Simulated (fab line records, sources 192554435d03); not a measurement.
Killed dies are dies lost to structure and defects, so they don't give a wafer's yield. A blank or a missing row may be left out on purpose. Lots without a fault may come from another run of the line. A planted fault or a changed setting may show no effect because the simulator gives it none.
fab line records | flow n5_finfet
record lots=6 wafers=18 last_day=17
route steps=1938 shown MOL_CONTACT_COAG@598 BEOL_M4@1111
lots that met no fault: from a run of the same line without faults
start_h: hours from the record's first day to the start of the lot's first wafer shown | wait_h: hours since the lot's step before | " the same as in the row above | L1.1+2: a row that stands for several wafers | - no value, or no start given | * or withheld: withheld | < > ~ a bound
route shown NAME@n: a module of which the file shows steps, and the number in the route of the first | usual: mean/standard deviation of fault-free wafers | same: alike in all rows | chamber/n: place in a boat | sites: the reading at each site | _std_site: their standard deviation | _edge_site: outer sites' mean less inner sites' | radius_mm: how far each site lies from the wafer's centre | mask NAME#n: copy n | behind: the tool/chamber that last shaped the wafer | hold: why the lot was held/for how many hours/how that ended | device: the transistor (n, p or np) that didn't switch | end of line: the same wafers' tests at the end of the route | a step without rows: its recipe alone | killed: dies lost to structure and defects at the first sort, not the wafer's yield | map: a wafer's dies, x killed, . not, _ none there
set.NAME: the setting as run; set.NAME@STEP: as run at that earlier step | model.NAME: the simulator's own value behind a step, which no gauge read
lots at some steps of the route; a table a step, a row a wafer
services: from which hour (start_h, from the record's first day; less than 0 if before it) a tool's chamber was out of use, for how many hours, and why
## steps
# step N5_MOL_CONTACT_COAG_SOFTBAKE_35
# recipe temp_c=110 time_s=60 resist=CAR-EUV
# step N5_MOL_CONTACT_COAG_EXPOSE_37
# recipe mask_id=VD na=0.33 source_shape=annular sigma_inner=0.3 sigma_outer=0.7 polarization=unpolarized defocus_nm=0 dose_mj=62
# step N5_MOL_CONTACT_COAG_PEB_38
# recipe peb_temp_c=100 peb_time_s=60 resist=CAR-EUV
# step N5_MOL_CONTACT_COAG_DEVELOP_39
# recipe develop_time_s=30 developer=TMAH resist=CAR-EUV rinse_liquid=surfactant_rinse dry=air_spin dev_temp_c=23
# step N5_MOL_CONTACT_COAG_CD_MEAS_40
# recipe target_cd_nm=25.1 landing_energy_ev=500 detector=se_inlens polarity=opening
# usual cd_nm=25.11/0.23
# columns lot.wafer tool chamber start_h wait_h cd_nm
L879.3 cd_sem-02 0 105.99 - 25.15
L879.5 " 0 " " 25.28
L879.6 " 0 " " 25.09
L881.2 cd_sem-02 0 119.16 - 24.84
L881.3 " 0 " " 25.28
L881.4 " 0 " " 25.03
L888.2 cd_sem-03 0 162.98 - 25.04
L888.4 " 0 " " 25.07
L888.5 " 0 " " 24.98
L893.2 cd_sem-03 0 193.07 - 24.59
L893.4 " 0 " " 25.05
L893.5 " 0 " " 25.34
L895.2 cd_sem-02 0 200.17 - 25.05
L895.3 " 0 " " 25.08
L895.4 " 0 " " 24.64
L901.1 cd_sem-03 0 238.02 - 25.45
L901.2 " 0 " " 25.09
L901.6 " 0 " " 24.90
# step N5_MOL_CONTACT_COAG_OVL_MEAS_41
# recipe points_per_wafer=522
# usual VD_OVL=-0.2/0.54
# columns lot.wafer tool chamber start_h wait_h VD_OVL[nm]
L879.3 overlay-01 0 106.03 0.0 -0.7
L879.5 " 0 " " -0.8
L879.6 " 0 " " 0.5
L881.2 overlay-01 0 119.20 0.0 -0.6
L881.3 " 0 " " -0.4
L881.4 " 0 " " -0.3
L888.2 overlay-02 0 163.02 0.0 -1.4
L888.4 " 0 " " -0.2
L888.5 " 0 " " -0.1
L893.2 overlay-02 0 193.10 0.0 1.3
L893.4 " 0 " " -0.1
L893.5 " 0 " " -0.9
L895.2 overlay-01 0 200.20 0.0 -0.2
L895.3 " 0 " " -0.5
L895.4 " 0 " " -0.6
L901.1 overlay-02 0 238.05 0.0 -0.8
L901.2 " 0 " " -0.1
L901.6 " 0 " " 0.1
# step N5_MOL_CONTACT_COAG_INSPECT_42
# recipe mode=adi inspect_instrument=brightfield
# usual raw_defect_count=195/52
# columns lot.wafer tool chamber start_h wait_h raw_defect_count
L879.3 defect_inspect-02 - 106.08 0.0 136
L879.5 " - " " 247
L879.6 " - " " 198
L881.2 defect_inspect-01 - 119.25 0.0 246
L881.3 " - " " 279
L881.4 " - " " 136
L888.2 defect_inspect-02 - 163.07 0.0 150
L888.4 " - " " 176
L888.5 " - " " 137
L893.2 defect_inspect-01 - 193.15 0.0 286
L893.4 " - " " 238
L893.5 " - " " 187
L895.2 defect_inspect-01 - 200.25 0.0 246
L895.3 " - " " 197
L895.4 " - " " 256
L901.1 defect_inspect-02 - 238.11 0.1 135
L901.2 " - " " 141
L901.6 " - " " 209
# step N5_MOL_CONTACT_COAG_DESCUM_45
# recipe chemistry=O2 time_s=7 source_power_w=50 bias_power_w=20 pressure_mtorr=20 rf_frequency_hz=2.712e+07 temp_c=40 resist=CAR-EUV o2_flow_sccm=225
# usual drypump_motor_current_A=5.6/0.52 oes_product_au=0.80/0.1 rf_vpp_V=243.5/1.3 showerhead_plenum_p_Torr=2.11/0.061 temp_c=40.00/0.11 throttle_valve_pct=20.43/0.23
# columns lot.wafer tool chamber start_h wait_h drypump_motor_current_A oes_product_au rf_hours_counter_h rf_vpp_V showerhead_plenum_p_Torr temp_c throttle_valve_pct
L879.3 rie_diel-06 2 106.11 0.0 5.4 0.70 235 244.5 2.06 39.99 20.62
L879.5 " 0 " " 5.5 0.78 - 245.1 2.19 39.91 20.52
L879.6 " 1 " " 5.3 0.71 - 241.8 2.06 40.04 20.38
L881.2 rie_diel-01 2 119.29 0.0 5.5 0.74 151 244.2 2.09 39.88 20.24
L881.3 " 0 " " 5.3 0.69 246 244.7 2.15 40.07 20.99
L881.4 " 3 " " 5.7 0.96 - 244.3 2.15 39.92 20.31
L888.2 rie_diel-01 1 163.10 0.0 4.9 0.94 17 242.5 2.04 39.99 20.05
L888.4 " 1 " " 4.8 0.93 - 241.8 2.04 39.99 20.04
L888.5 " 0 " " 5.4 0.98 - 243.9 2.15 39.97 20.64
L893.2 rie_diel-04 2 193.38 0.2 6.5 0.93 15 245.3 2.23 39.80 20.30
L893.4 " 0 " " 5.6 0.69 246 243.1 2.07 40.02 20.89
L893.5 " 3 " " 5.6 0.74 - 239.5 1.99 39.85 20.19
L895.2 rie_diel-01 0 200.35 0.1 5.4 0.93 18 244.2 2.15 40.09 20.64
L895.3 " 1 " " 4.8 0.90 31 241.9 2.04 40.18 20.07
L895.4 " 3 " " 5.8 0.88 39 244.0 2.14 40.28 20.39
L901.1 rie_diel-01 2 238.14 0.0 5.5 0.71 199 242.9 2.07 39.89 20.30
L901.2 " 3 " " 5.7 0.87 53 243.4 2.13 40.02 20.37
L901.6 " 3 " " 5.8 0.87 - 245.0 2.13 40.02 20.40
# step N5_MOL_CONTACT_COAG_ETCH_65
# recipe chemistry=N2/H2 target=underlayer target_depth_a=130 mask_material=CAR-EUV time_s=10.4 ion_energy_ev=200 pressure_mtorr=30 source_w=840 bias_w=150 n2_flow_sccm=200 h2_flow_sccm=200 ends=cleared
# usual drypump_motor_current_A=5.6/0.52 etch_rf_on_time_s=10.38/0.13 oes_product_au=0.68/0.086 rf_fwd_power_W=819.4/2.9 rf_vpp_V=524.6/2.1 showerhead_plenum_p_Torr=2.57/0.071 throttle_valve_pct=17.86/0.21
# columns lot.wafer tool chamber start_h wait_h drypump_motor_current_A etch_rf_on_time_s oes_product_au rf_fwd_power_W rf_hours_counter_h rf_vpp_V showerhead_plenum_p_Torr throttle_valve_pct
L879.3 rie_diel-06 2 106.15 0.0 5.4 10.35 0.60 824.5 235 523.3 2.51 18.04
L879.5 " 0 " " 5.5 10.43 0.66 818.4 - 526.7 2.66 17.95
L879.6 " 1 " " 5.3 10.37 0.60 815.6 - 523.2 2.52 17.90
L881.2 rie_diel-01 2 119.32 0.0 5.5 10.26 0.64 817.7 151 524.5 2.54 17.71
L881.3 " 0 " " 5.4 10.64 0.58 815.9 246 524.2 2.62 18.42
L881.4 " 3 " " 5.8 10.33 0.81 815.3 - 527.0 2.61 17.66
L888.2 rie_diel-01 1 163.14 0.0 4.9 10.26 0.79 822.7 17 521.9 2.49 17.54
L888.4 " 1 " " 4.9 10.32 0.80 823.5 - 523.1 2.49 17.55
L888.5 " 0 " " 5.3 10.10 0.83 821.3 - 526.3 2.62 18.01
L893.2 rie_diel-04 2 193.42 0.0 6.5 10.23 0.82 821.8 15 529.4 2.72 17.85
L893.4 " 0 " " 5.6 10.38 0.59 816.4 246 522.7 2.51 18.32
L893.5 " 3 " " 5.6 10.22 0.64 817.4 - 521.0 2.42 17.68
L895.2 rie_diel-01 0 200.38 0.0 5.4 10.17 0.79 823.6 18 526.9 2.61 18.02
L895.3 " 1 " " 4.9 10.30 0.77 815.3 31 520.7 2.49 17.55
L895.4 " 3 " " 5.8 10.40 0.75 817.4 39 526.7 2.60 17.71
L901.1 rie_diel-01 2 238.18 0.0 5.5 10.30 0.61 818.8 199 524.0 2.52 17.78
L901.2 " 3 " " 5.8 10.37 0.73 821.6 53 525.1 2.59 17.74
L901.6 " 3 " " 5.8 10.44 0.74 822.5 - 524.1 2.59 17.74
# step N5_MOL_CONTACT_COAG_ETCH_66
# recipe chemistry=CF4 target=SiARC target_depth_a=130 mask_material=CAR-EUV time_s=21.7 ion_energy_ev=80 pressure_mtorr=40 source_w=545 bias_w=36 Ar_flow_sccm=100 cf4_flow_sccm=100 ends=cleared
# usual drypump_motor_current_A=5.6/0.52 etch_rf_on_time_s=21.65/0.29 oes_product_au=0.68/0.087 rf_fwd_power_W=531.4/1.8 rf_vpp_V=184.2/1 showerhead_plenum_p_Torr=2.16/0.053 throttle_valve_pct=15.62/0.22
# columns lot.wafer tool chamber start_h wait_h drypump_motor_current_A etch_rf_on_time_s oes_product_au rf_fwd_power_W rf_hours_counter_h rf_vpp_V showerhead_plenum_p_Torr throttle_valve_pct
L879.3 rie_diel-06 2 106.16 0.0 5.4 21.82 0.60 531.4 235 182.9 2.11 15.84
L879.5 " 0 " " 5.5 21.98 0.66 529.9 - 186.1 2.24 15.70
L879.6 " 1 " " 5.4 21.53 0.61 530.8 - 184.5 2.12 15.65
L881.2 rie_diel-01 2 119.34 0.0 5.5 21.88 0.64 531.6 151 184.2 2.14 15.48
L881.3 " 0 " " 5.3 22.17 0.58 531.1 246 184.7 2.20 16.15
L881.4 " 3 " " 5.8 21.94 0.81 533.7 - 183.8 2.18 15.38
L888.2 rie_diel-01 1 163.16 0.0 4.9 21.58 0.78 531.1 17 183.3 2.10 15.26
L888.4 " 1 " " 4.9 21.38 0.79 532.4 - 183.3 2.10 15.25
L888.5 " 0 " " 5.3 20.91 0.84 530.9 - 183.9 2.19 15.67
L893.2 rie_diel-04 2 193.44 0.0 6.5 21.20 0.81 532.3 15 186.8 2.27 15.48
L893.4 " 0 " " 5.6 21.45 0.59 530.2 246 182.7 2.11 16.06
L893.5 " 3 " " 5.6 21.16 0.64 534.8 - 183.6 2.04 15.45
L895.2 rie_diel-01 0 200.40 0.0 5.3 21.05 0.80 531.6 18 184.2 2.19 15.70
L895.3 " 1 " " 4.9 21.59 0.77 527.8 31 183.7 2.10 15.28
L895.4 " 3 " " 5.8 21.69 0.76 532.3 39 184.1 2.17 15.45
L901.1 rie_diel-01 2 238.20 0.0 5.5 21.50 0.61 532.3 199 184.7 2.13 15.57
L901.2 " 3 " " 5.8 21.41 0.74 532.2 53 185.1 2.17 15.47
L901.6 " 3 " " 5.8 21.67 0.74 534.1 - 184.7 2.17 15.47
# step N5_MOL_CONTACT_COAG_ALD_133
# recipe material=SiO2 target_thk_a=50 temp_c=100 ald_precursor_family=BDEAS ald_co_reactant=O2-plasma pulse_time_s=1 co_reactant_pulse_time_s=1 purge_time_s=2 co_reactant_purge_time_s=2 ald_cycles=35 pressure_torr=2
# usual heater_power_w=79/7.6 precursor_pulse_height_rel=1.002/0.021 susceptor_temp_C=99.99/0.13
# same purge_time_s=2
# columns lot.wafer tool chamber start_h wait_h heater_power_w precursor_pulse_height_rel susceptor_temp_C
L879.3 ald_sin-01 0 106.24 0.1 93 1.014 100.12
L879.5 " 2 " " 74 1.013 100.09
L879.6 " 1 " " 81 1.011 99.94
L881.2 ald_sin-02 1 119.89 0.5 74 1.009 99.96
L881.3 " 0 " " 93 0.963 100.06
L881.4 " 3 " " 87 1.050 99.97
L888.2 ald_sin-02 0 163.24 0.1 92 1.014 100.08
L888.4 " 2 " " 74 0.978 100.14
L888.5 " 2 " " 75 0.988 100.07
L893.2 ald_sin-03 0 193.57 0.1 64 1.025 100.12
L893.4 " 2 " " 74 0.997 100.04
L893.5 " 2 " " 74 1.018 100.13
L895.2 ald_sin-02 1 200.48 0.1 75 1.025 99.73
L895.3 " 2 " " 77 0.930 99.94
L895.4 " 3 " " 87 0.972 100.14
L901.1 ald_sin-03 1 238.28 0.1 78 1.032 100.00
L901.2 " 3 " " 68 1.025 99.83
L901.6 " 0 " " 64 0.986 100.12
# step N5_MOL_CONTACT_COAG_ETCHBACK_134
# recipe chemistry=CHF3 target=SiO2 target_depth_a=100 time_s=6.7 ion_energy_ev=200 pressure_mtorr=30 source_w=610 bias_w=170 Ar_flow_sccm=200 CHF3_flow_sccm=50
# usual drypump_motor_current_A=5.7/0.51 oes_product_au=0.79/0.099 rf_vpp_V=520/3.5 showerhead_plenum_p_Torr=2.39/0.068 throttle_valve_pct=18.72/0.19
# columns lot.wafer tool chamber start_h wait_h drypump_motor_current_A oes_product_au rf_hours_counter_h rf_vpp_V showerhead_plenum_p_Torr throttle_valve_pct
L879.3 rie_diel-06 0 106.42 0.1 5.5 0.77 116 524 2.48 18.79
L879.5 " 2 " " 5.4 0.70 - 517 2.35 18.95
L879.6 " 1 " " 5.3 0.71 - 515 2.36 18.78
L881.2 rie_diel-06 3 120.07 0.1 6.8 0.76 149 521 2.47 18.78
L881.3 " 1 " " 5.3 0.71 207 515 2.36 18.78
L881.4 " 1 " " 5.3 0.71 - 515 2.36 18.76
L888.2 rie_diel-06 3 163.63 0.3 6.8 0.74 166 520 2.46 18.78
L888.4 " 0 " " 5.5 0.76 - 524 2.47 18.82
L888.5 " 3 " " 6.8 0.75 - 520 2.46 18.79
L893.2 rie_diel-06 2 193.75 0.1 5.4 0.92 11 517 2.34 18.59
L893.4 " 0 " " 5.5 0.75 146 524 2.47 18.83
L893.5 " 1 " " 5.4 0.68 - 513 2.35 18.80
L895.2 rie_diel-04 1 200.66 0.1 5.6 0.70 219 520 2.35 18.68
L895.3 " 2 " " 6.5 0.93 17 522 2.53 18.66
L895.4 " 3 " " 5.7 0.74 196 523 2.27 18.51
L901.1 rie_diel-04 1 238.46 0.1 5.6 0.68 232 521 2.34 18.71
L901.2 " 0 " " 5.6 0.96 7 520 2.35 18.81
L901.6 " 1 " " 5.6 0.68 - 520 2.34 18.72
# step N5_MOL_CONTACT_COAG_ETCH_67
# recipe chemistry=N2/H2 target=SOC target_depth_a=600 overetch_a=210 mask_material=SiARC temp_c=40 time_s=101.2 ion_energy_ev=200 pressure_mtorr=30 source_w=840 bias_w=150 n2_flow_sccm=200 h2_flow_sccm=200
# usual drypump_motor_current_A=5.7/0.51 oes_product_au=0.66/0.08 rf_fwd_power_W=834/3.2 rf_vpp_V=524.3/2.2 showerhead_plenum_p_Torr=2.56/0.08 temp_c=39.99/0.11 throttle_valve_pct=17.83/0.19
# columns lot.wafer tool chamber start_h wait_h drypump_motor_current_A oes_product_au rf_fwd_power_W rf_hours_counter_h rf_vpp_V showerhead_plenum_p_Torr temp_c throttle_valve_pct model.SiARC_of_MOL_CONTACT_COAG_COAT_63.thk_nm
L879.3 rie_diel-06 0 106.46 0.0 5.5 0.65 829 116 527.4 2.66 40.07 17.90 5.8
L879.5 " 2 " " 5.4 0.59 829 - 523.2 2.51 40.07 18.01 5.8
L879.6 " 1 " " 5.3 0.60 838 - 522.5 2.52 39.91 17.87 5.8
L881.2 rie_diel-06 3 120.11 0.0 6.8 0.64 835 149 525.2 2.65 40.08 17.78 6
L881.3 " 1 " " 5.4 0.59 842 207 523.1 2.52 39.99 17.85 5.8
L881.4 " 1 " " 5.3 0.60 841 - 523.1 2.52 39.81 17.86 5.8
L888.2 rie_diel-06 3 163.66 0.0 6.8 0.63 1033 166 490.0 2.64 40.06 17.82 5.4
L888.4 " 0 " " 5.5 0.63 1031 - 490.2 2.66 39.94 17.94 5.4
L888.5 " 3 " " 6.8 0.63 1031 - 491.1 2.64 40.01 17.80 5.4
L893.2 rie_diel-06 2 193.78 0.0 5.4 0.78 1037 11 486.1 2.50 39.92 17.59 5.4
L893.4 " 0 " " 5.5 0.64 1034 146 492.1 2.65 39.96 17.95 5.4
L893.5 " 1 " " 5.3 0.57 1035 - 488.1 2.51 40.18 17.92 5.6
L895.2 rie_diel-04 1 200.70 0.0 5.6 0.59 832 219 523.3 2.52 40.14 17.95 6
L895.3 " 2 " " 6.5 0.78 840 17 528.7 2.72 39.88 17.82 5.8
L895.4 " 3 " " 5.6 0.61 838 196 519.4 2.41 40.13 17.65 5.8
L901.1 rie_diel-04 1 238.49 0.0 5.6 0.58 832 232 524.3 2.51 39.99 17.98 5.8
L901.2 " 0 " " 5.6 0.79 839 7 522.0 2.50 40.14 17.86 5.6
L901.6 " 1 " " 5.6 0.58 833 - 523.0 2.51 40.03 17.98 5.8
# step N5_MOL_CONTACT_COAG_STRIP_68
# recipe chemistry=N2/H2 temp_c=40 n2_flow_sccm=200 h2_flow_sccm=200 rf_frequency_hz=6e+07
# step N5_BEOL_M4_RC_MEAS_101
# usual DIBL_N=36.4/1.5 DIBL_P=36.6/1.9 IOFF_N=0.155/0.021 IOFF_P=0.211/0.028 ION_N=671/8.6 ION_P=462/5.8 SS_N=71.5/0.5 SS_P=73.4/0.58 VT_N=250.1/2.4 VT_P=-250.1/3
# columns lot.wafer tool chamber start_h wait_h DIBL_N[mV/V] DIBL_P[mV/V] IOFF_N[nA/um] IOFF_P[nA/um] ION_N[uA/um] ION_P[uA/um] SS_N[mV/dec] SS_P[mV/dec] VT_N[mV] VT_P[mV]
L879.3 prober-01 0 176.79 0.3 37.1 37.4 0.171 0.216 674 460 72.2 73.8 250.8 -251.0
L879.5 " 0 " " 34.4 33.9 0.128 0.171 661 451 70.4 73.1 252.5 -251.1
L879.6 " 0 " " 36.4 37.1 0.157 0.220 668 459 71.5 73.1 250.2 -249.9
L881.2 prober-01 0 186.62 0.2 36.9 38.2 0.157 0.202 670 455 71.2 72.7 252.9 -250.5
L881.3 " 0 " " 37.0 38.2 0.161 0.208 674 460 71.4 72.5 252.0 -248.0
L881.4 " 0 " " 38.1 38.9 0.173 0.218 676 456 73.1 74.1 252.0 -251.1
L888.2 prober-02 0 230.85 0.2 33.8 35.9 0.128 0.204 662 470 71.2 72.7 252.9 -250.4
L888.4 " 0 " " 33.3 35.1 0.130 0.204 665 459 71.6 72.4 253.2 -249.0
L888.5 " 0 " " 32.6 33.9 0.117 0.194 662 463 70.7 72.2 255.6 -251.4
L893.2 prober-02 0 253.29 0.2 38.5 39.2 0.184 0.262 689 472 71.7 74.0 246.4 -247.2
L893.4 " 0 " " 36.7 36.6 0.153 0.218 681 468 71.5 73.7 247.8 -251.6
L893.5 " 0 " " 36.9 36.5 0.154 0.214 664 458 72.1 73.5 247.7 -249.8
L895.2 prober-01 0 268.82 0.2 39.5 40.0 0.203 0.260 674 463 72.3 74.1 247.5 -249.3
L895.3 " 0 " " 39.6 40.0 0.206 0.262 677 464 72.4 73.9 245.3 -248.5
L895.4 " 0 " " 39.0 38.8 0.194 0.248 670 463 72.1 73.7 247.8 -249.0
L901.1 prober-02 0 308.25 0.0 34.5 34.4 0.117 0.138 674 460 70.9 72.5 252.8 -259.8
L901.2 " 0 " " 36.2 35.8 0.140 0.153 675 455 71.0 73.1 251.5 -257.3
L901.6 " 0 " " 37.7 38.3 0.170 0.188 680 454 70.7 74.0 247.1 -252.9
## services
# columns tool chamber start_h hours kind
ald_sin-01 - 86.21 14.0 pm
rie_diel-01 1 86.89 2.2 repair
rie_diel-06 3 95.74 5.3 repair
rie_diel-06 1 102.17 2.4 repair
rie_diel-01 - 104.58 0.5 repair
rie_diel-01 1 107.44 - clean
rie_diel-01 1 107.44 - consumable_replace:focus_ring
rie_diel-01 1 107.44 16.2 scheduled_down
rie_diel-01 1 107.44 16.2 vent_cycle
rie_diel-06 0 118.56 6.0 repair
rie_diel-01 0 128.57 - clean
rie_diel-01 0 128.57 - consumable_replace:focus_ring
rie_diel-01 0 128.57 21.9 scheduled_down
rie_diel-01 0 128.57 21.9 vent_cycle
ald_sin-03 2 148.19 5.8 repair
rie_diel-06 2 150.22 - clean
rie_diel-06 2 150.22 - consumable_replace:focus_ring
rie_diel-06 2 150.22 14.8 scheduled_down
ald_sin-03 - 176.83 14.0 pm
ald_sin-01 2 195.18 7.2 repair
rie_diel-04 1 217.32 5.2 repair
ald_sin-01 2 229.60 4.4 repair
ald_sin-02 - 231.81 0.7 repair
ald_sin-01 2 238.49 15.4 repair
## key
first_sign step=N5_MOL_CONTACT_COAG_ETCH_67 reading=rf_fwd_power_W direction=up sigmas=62 usual=* struck=*
effect step=N5_MOL_CONTACT_COAG_ETCH_67 reading=rf_vpp_V direction=down sigmas=16 usual=524.3 struck=489.6
model_effect step=N5_MOL_CONTACT_COAG_ETCH_67 value=SiARC_of_MOL_CONTACT_COAG_COAT_63.thk_nm without=5.867 struck=5.433
met_at N5_MOL_CONTACT_COAG_ETCH_67
struck_wafers L888.2,L888.4,L888.5,L893.2,L893.4,L893.5
onset_between 120.11 163.66
fault kind=process_parameter_drift tool=rie_diel-06 chamber=- onset_h=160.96 steps=N5_MOL_CONTACT_COAG_ETCH_67 channel=source_w offset=201.6 shape=step end_h=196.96 acts_in=these_recipes_only stated=840
